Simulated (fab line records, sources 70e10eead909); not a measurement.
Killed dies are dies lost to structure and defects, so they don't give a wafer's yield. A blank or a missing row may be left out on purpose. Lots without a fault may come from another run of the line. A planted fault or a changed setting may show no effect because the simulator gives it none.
fab line records | flow nand_harc
record lots=13 wafers=39 last_day=24
route steps=1159 shown A_CONTACT@944 A_BLC@969
lots that met no fault: from a run of the same line without faults
start_h: hours from the record's first day to the start of the lot's first wafer shown | wait_h: hours since the lot's step before | " the same as in the row above | L1.1+2: a row that stands for several wafers | - no value, or no start given | * or withheld: withheld | < > ~ a bound
route shown NAME@n: a module of which the file shows steps, and the number in the route of the first | usual: mean/standard deviation of fault-free wafers | same: alike in all rows | chamber/n: place in a boat | sites: the reading at each site | _std_site: their standard deviation | _edge_site: outer sites' mean less inner sites' | radius_mm: how far each site lies from the wafer's centre | mask NAME#n: copy n | behind: the tool/chamber that last shaped the wafer | hold: why the lot was held/for how many hours/how that ended | device: the transistor (n, p or np) that didn't switch | end of line: the same wafers' tests at the end of the route | a step without rows: its recipe alone | killed: dies lost to structure and defects at the first sort, not the wafer's yield | map: a wafer's dies, x killed, . not, _ none there
set.NAME: the setting as run; set.NAME@STEP: as run at that earlier step | model.NAME: the simulator's own value behind a step, which no gauge read
steps of the route over a sample of lots; a table a step, a row a wafer
services: from which hour (start_h, from the record's first day; less than 0 if before it) a tool's chamber was out of use, for how many hours, and why
## steps
# step NHARC_A_CONTACT_ETCH_135
# recipe source_w=withheld pressure_mtorr=20 bias_v=3000 time_s=132 target_depth_a=12870 ar_flow_sccm=withheld c4f8_flow_sccm=withheld o2_flow_sccm=withheld chemistry=C4F8/O2/Ar
# columns lot.wafer tool chamber start_h wait_h rf_hours_counter_h
L520.2 har_cap_etch-02 0 386.02 0.2 13
L520.1 " 1 " " 13
L520.3 " 0 " " -
L521.2 har_cap_etch-01 0 390.52 0.2 60
L521.1 " 1 " " 60
L521.3 " 1 " " -
L522.1 har_cap_etch-01 0 403.23 0.2 61
L522.4 " 0 " " -
L522.6 " 0 " " -
L524.1 har_cap_etch-02 0 403.58 0.2 16
L524.3 " 1 " " -
L524.6 " 0 " " -
L527.2 har_cap_etch-01 0 417.61 0.2 63
L527.4 " 0 " " -
L527.3 " 1 " " -
L526.1 har_cap_etch-01 0 427.43 0.2 64
L526.4 " 0 " " -
L526.3 " 1 " " -
L529.1 har_cap_etch-02 0 428.02 0.2 20
L529.3 " 1 " " -
L529.4 " 0 " " -
L530.2 har_cap_etch-01 0 445.98 0.2 67
L530.3 " 1 " " -
L530.4 " 0 " " -
L532.3 har_cap_etch-03 0 458.30 0.1 -
L532.4 " 1 " " -
L532.6 " 0 " " -
L533.4 har_cap_etch-01 1 460.01 0.1 -
L533.5 " 0 " " -
L533.6 " 1 " " -
L537.2 har_cap_etch-01 0 488.54 0.2 74
L537.3 " 1 " " -
L537.4 " 0 " " -
L542.4 har_cap_etch-01 1 514.21 0.1 -
L542.6 " 1 " " -
L542.5 " 0 " " -
L541.1 har_cap_etch-01 1 517.37 0.2 81
L541.2 " 0 " " 81
L541.4 " 1 " " -
# step NHARC_A_BLC_SOFTBAKE_05
# recipe temp_c=105 time_s=55
# usual heater_power_total_W=188.46/0.16
# columns lot.wafer tool chamber start_h wait_h heater_power_total_W
L520.1 litho_track-01 0 389 - 188.31
L520.2 " 0 " " 188.43
L520.3 " 0 " " 188.57
L521.1 litho_track-06 0 395 - 188.50
L521.2 " 0 " " 188.39
L521.3 " 0 " " 188.33
L522.1 litho_track-06 0 407 - 188.62
L522.4 " 0 " " 188.33
L522.6 " 0 " " 188.45
L524.1 litho_track-01 0 407 - 188.36
L524.3 " 0 " " 188.53
L524.6 " 0 " " 188.42
L527.2 litho_track-01 0 425 - 188.36
L527.3 " 0 " " 188.37
L527.4 " 0 " " 188.24
L526.1 litho_track-04 0 431 - 188.45
L526.3 " 0 " " 188.40
L526.4 " 0 " " 188.41
L529.1 litho_track-04 0 431 - 188.51
L529.3 " 0 " " 188.31
L529.4 " 0 " " 188.72
L530.2 litho_track-01 0 453 - 188.76
L530.3 " 0 " " 188.41
L530.4 " 0 " " 188.42
L532.3 litho_track-01 0 467 - 188.36
L532.4 " 0 " " 188.59
L532.6 " 0 " " 188.67
L533.4 litho_track-01 0 469 - 193.27
L533.5 " 0 " " 192.98
L533.6 " 0 " " 193.12
L537.2 litho_track-01 0 497 - 193.34
L537.3 " 0 " " 193.41
L537.4 " 0 " " 193.40
L542.4 litho_track-04 0 517 - 188.43
L542.5 " 0 " " 188.43
L542.6 " 0 " " 188.71
L541.1 litho_track-06 0 521 - 188.30
L541.2 " 0 " " 188.42
L541.4 " 0 " " 188.23
# step NHARC_A_BLC_OVL_MEAS_11
# usual overlay_x_nm=-0.2/0.8 overlay_y_nm=0.1/0.86
# columns lot.wafer tool chamber start_h wait_h overlay_x_nm overlay_y_nm
L520.1 overlay-02 - 390.30 - -0.2 -0.2
L520.2 " - " " 0.0 -0.1
L520.3 " - " " -0.5 -0.1
L521.1 overlay-01 - 396.50 - -0.5 0.1
L521.2 " - " " -0.7 -0.2
L521.3 " - " " -0.9 0.6
L522.1 overlay-02 - 407.78 - -0.8 0.7
L522.4 " - " " -1.1 0.1
L522.6 " - " " -1.2 0.5
L524.1 overlay-02 - 407.95 - -1.1 0.6
L524.3 " - " " -0.6 0.4
L524.6 " - " " -1.1 0.8
L527.2 overlay-02 - 426.23 - -0.2 0.3
L527.3 " - " " -0.3 0.0
L527.4 " - " " -0.4 -0.3
L526.1 overlay-01 - 431.64 - -1.3 1.2
L526.3 " - " " -1.5 0.7
L526.4 " - " " -1.0 1.5
L529.1 overlay-01 - 432.32 - 0.4 0.7
L529.3 " - " " 0.7 0.9
L529.4 " - " " 0.4 0.9
L530.2 overlay-02 - 454.04 - -1.3 0.0
L530.3 " - " " -0.8 -0.1
L530.4 " - " " -1.0 -0.5
L532.3 overlay-01 - 467.89 - 0.8 2.3
L532.4 " - " " 0.8 2.6
L532.6 " - " " 0.7 1.7
L533.4 overlay-01 - 470.01 - 0.1 0.2
L533.5 " - " " 0.1 0.5
L533.6 " - " " -0.2 0.6
L537.2 overlay-02 - 497.41 - -0.9 0.1
L537.3 " - " " -1.0 0.3
L537.4 " - " " -1.0 0.4
L542.4 overlay-02 - 518.45 - 0.4 -1.1
L542.5 " - " " 0.8 -0.8
L542.6 " - " " 0.8 -0.7
L541.1 overlay-02 - 521.77 - 0.7 0.2
L541.2 " - " " 0.4 0.6
L541.4 " - " " 0.6 -0.5
# step NHARC_A_BLC_DESCUM_15
# recipe time_s=3 o2_flow_sccm=200 ar_flow_sccm=0 bias_power_w=0 chemistry=O2
# usual drypump_motor_current_A=5.8/0.4 oes_product_au=0.999/0.0092 rf_vpp_V=57.8/0.77 showerhead_plenum_p_Torr=1.91/0.08 throttle_valve_pct=11.312/0.0097
# columns lot.wafer tool chamber start_h wait_h drypump_motor_current_A oes_product_au rf_hours_counter_h rf_vpp_V showerhead_plenum_p_Torr throttle_valve_pct
L520.2 rie_diel-11 3 390.40 0.1 5.9 1.000 1 58.1 1.84 11.311
L520.1 " 1 " " 6.3 1.002 1 57.4 1.83 11.304
L520.3 " 2 " " 6.1 1.004 1 57.9 1.97 11.301
L521.3 rie_diel-11 2 396.60 0.1 6.1 1.008 2 58.2 1.97 11.300
L521.2 " 0 " " 5.4 0.981 2 58.1 1.99 11.316
L521.1 " 1 " " 6.3 0.998 2 57.1 1.83 11.310
L522.1 rie_diel-02 1 407.88 0.1 6.1 1.002 26 57.8 1.91 11.322
L522.4 " 2 " " 5.0 1.015 26 59.6 2.05 11.329
L522.6 " 2 " " 5.0 1.003 - 57.3 2.05 11.311
L524.1 rie_diel-11 3 408.05 0.1 5.9 0.998 4 57.6 1.84 11.295
L524.3 " 0 " " 5.4 0.979 4 57.8 1.99 11.318
L524.6 " 3 " " 5.9 1.004 - 57.1 1.84 11.297
L527.4 rie_diel-11 2 426.33 0.1 6.1 1.004 4 56.9 1.97 11.308
L527.2 " 3 " " 5.9 1.002 5 58.9 1.84 11.303
L527.3 " 0 " " 5.4 0.994 5 57.7 1.99 11.332
L526.1 rie_diel-11 0 431.74 0.1 5.4 0.981 7 57.8 1.99 11.311
L526.3 " 1 " " 6.3 0.994 5 59.6 1.83 11.310
L526.4 " 3 " " 5.9 0.990 6 57.6 1.84 11.334
L529.1 rie_diel-10 2 432.42 0.1 5.2 1.013 8 57.8 1.96 11.333
L529.4 " 3 " " 5.7 0.996 8 58.0 1.80 11.304
L529.3 " 1 " " 5.1 1.008 8 56.6 1.81 11.312
L530.2 rie_diel-02 1 454.15 0.1 6.1 1.002 42 57.8 1.91 11.311
L530.3 " 2 " " 5.0 1.019 43 59.0 2.04 11.315
L530.4 " 3 " " 6.3 1.000 28 58.5 2.07 11.313
L532.4 rie_diel-11 2 467.98 0.1 6.1 1.003 10 58.5 1.97 11.333
L532.3 " 1 " " 6.3 0.996 10 58.1 1.83 11.306
L532.6 " 2 " " 6.1 0.995 - 57.2 1.96 11.307
L533.4 rie_diel-11 1 470.11 0.1 6.3 1.003 10 57.1 1.83 11.316
L533.6 " 0 " " 5.4 0.978 - 58.8 1.99 11.304
L533.5 " 1 " " 6.3 0.993 - 56.6 1.83 11.326
L537.2 rie_diel-11 3 497.51 0.1 5.9 0.996 14 56.5 1.84 11.312
L537.3 " 0 " " 5.4 0.994 13 56.9 1.99 11.320
L537.4 " 2 " " 6.1 1.011 13 58.3 1.96 11.309
L542.4 rie_diel-10 0 518.56 0.1 5.7 0.998 10 57.1 1.90 11.322
L542.5 " 2 " " 5.2 1.005 - 58.9 1.95 11.328
L542.6 " 3 " " 5.7 1.005 - 57.5 1.80 11.317
L541.2 rie_diel-11 1 521.87 0.1 6.3 1.001 14 57.9 1.83 11.310
L541.4 " 2 " " 6.1 0.997 16 57.6 1.96 11.306
L541.1 " 3 " " 6.0 0.980 17 57.6 1.84 11.310
## services
# columns tool chamber start_h hours kind
rie_diel-11 - 366.55 9.0 pm
rie_diel-11 0 366.55 9.0 vent_cycle
rie_diel-11 1 366.55 9.0 vent_cycle
rie_diel-11 2 366.55 9.0 vent_cycle
rie_diel-11 3 366.55 9.0 vent_cycle
rie_diel-10 0 371.06 20.2 repair
rie_diel-11 0 375.55 - clean
rie_diel-11 1 375.55 - clean
rie_diel-11 2 375.55 - clean
rie_diel-11 3 375.55 - clean
rie_diel-02 3 376.00 1.2 repair
rie_diel-11 0 400.05 - clean
rie_diel-11 1 400.05 - clean
rie_diel-11 2 400.05 - clean
rie_diel-11 3 400.05 - clean
rie_diel-10 1 440.01 6.1 repair
litho_track-01 - 443.00 7.0 pm
rie_diel-02 3 443.02 3.5 repair
litho_track-06 - 467.00 7.0 pm
rie_diel-11 - 478.45 0.2 repair
litho_track-04 - 491.00 7.0 pm
har_cap_etch-03 - 496.44 0.7 repair
rie_diel-02 - 504.81 9.0 pm
rie_diel-11 1 511.16 5.6 repair
## key
first_sign step=NHARC_A_BLC_SOFTBAKE_05 reading=heater_power_total_W direction=up sigmas=30 usual=* struck=*
effect none on later readings
met_at NHARC_A_BLC_SOFTBAKE_05
struck_lots L533,L537
tester_left_out L533,L537
loop_trim step=NHARC_A_BLC_EXPOSE_07 setting=dose lots=L537
not_acting_at NHARC_A_CONTACT_ETCH_135,NHARC_A_BLC_OVL_MEAS_11,NHARC_A_BLC_DESCUM_15
onset_between 467 469
fault kind=process_parameter_drift tool=litho_track-01 chamber=- onset_h=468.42 steps=NHARC_A_BLC_SOFTBAKE_05 channel=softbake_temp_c offset=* shape=step end_h=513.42 acts_in=* stated=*
# tester_left_out: of these lots the tester's yield and bins aren't shown, on N5 and GAA mostly nor the transistor test; their killed dies are dies lost to structure and defects alone, not to doping, threshold or leakage, so they don't give the yield
# loop_trim: a control loop set the setting to another value than it would have without faults
